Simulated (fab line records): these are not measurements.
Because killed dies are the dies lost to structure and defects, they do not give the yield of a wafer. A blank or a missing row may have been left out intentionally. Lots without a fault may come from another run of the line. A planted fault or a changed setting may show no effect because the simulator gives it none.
Matching of chambers / flow n5-finfet / N5_BEOL_M8_ILD_DEP_00 on pecvd-03: 3 sister chambers
The step deposits SiCOH lowk from DEMS/porogen, target thk 179.75 nm, time 33.4 s. 6 wafers are shown with their chamber, then 7 later ones without.

## EACH WAFER AND ITS CHAMBER
wafer=L074.4; chamber=0; throttle-valve-pct (%)=13.5; heater-power-w (W)=317
wafer=L075.6; chamber=0; throttle-valve-pct (%)=13.2; heater-power-w (W)=320
wafer=L082.3; chamber=2; throttle-valve-pct (%)=13.8; heater-power-w (W)=283
wafer=L082.6; chamber=1; throttle-valve-pct (%)=14.7; heater-power-w (W)=259
wafer=L083.2; chamber=2; throttle-valve-pct (%)=14.1; heater-power-w (W)=262
wafer=L083.5; chamber=1; throttle-valve-pct (%)=14.7; heater-power-w (W)=282

## WAFERS WITHOUT THEIR CHAMBER
wafer=L083.6; throttle-valve-pct (%)=14.1; heater-power-w (W)=275
wafer=L084.1; throttle-valve-pct (%)=15.0; heater-power-w (W)=256
wafer=L084.3; throttle-valve-pct (%)=13.1; heater-power-w (W)=323
wafer=L084.4; throttle-valve-pct (%)=13.1; heater-power-w (W)=261
wafer=L094.2; throttle-valve-pct (%)=13.3; heater-power-w (W)=337
wafer=L094.3; throttle-valve-pct (%)=14.4; heater-power-w (W)=272
wafer=L094.5; throttle-valve-pct (%)=13.2; heater-power-w (W)=265

## CHAMBER TAKEN BY EACH
wafer=L083.6; from the rows above=2; in truth=2
wafer=L084.1; from the rows above=1; in truth=1
wafer=L084.3; from the rows above=0; in truth=0
wafer=L084.4; from the rows above=can't be placed: 0 or 2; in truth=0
wafer=L094.2; from the rows above=0; in truth=0
wafer=L094.3; from the rows above=can't be placed: 1 or 2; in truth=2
wafer=L094.5; from the rows above=can't be placed: 0 or 2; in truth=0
Correctly placed: 4 of 7. Cannot be placed on the basis of these rows: 3; the candidates contain the true chamber in 3. Number placed wrongly: 0.
How it was worked out, from the rows above alone: a wafer's distance from a chamber is the root of the sum, over the readings, of the square of ((its reading less the chamber's mean) divided by the reading's scatter). The wafer belongs to the nearest chamber; if the next one is less than 2 further off, it can't be placed. For every chamber, the mean is computed from those of its wafers that are shown. The scatter: the root of (the sum of the squares of (reading less its chamber's mean) over the shown wafers, divided by (wafers less chambers)).
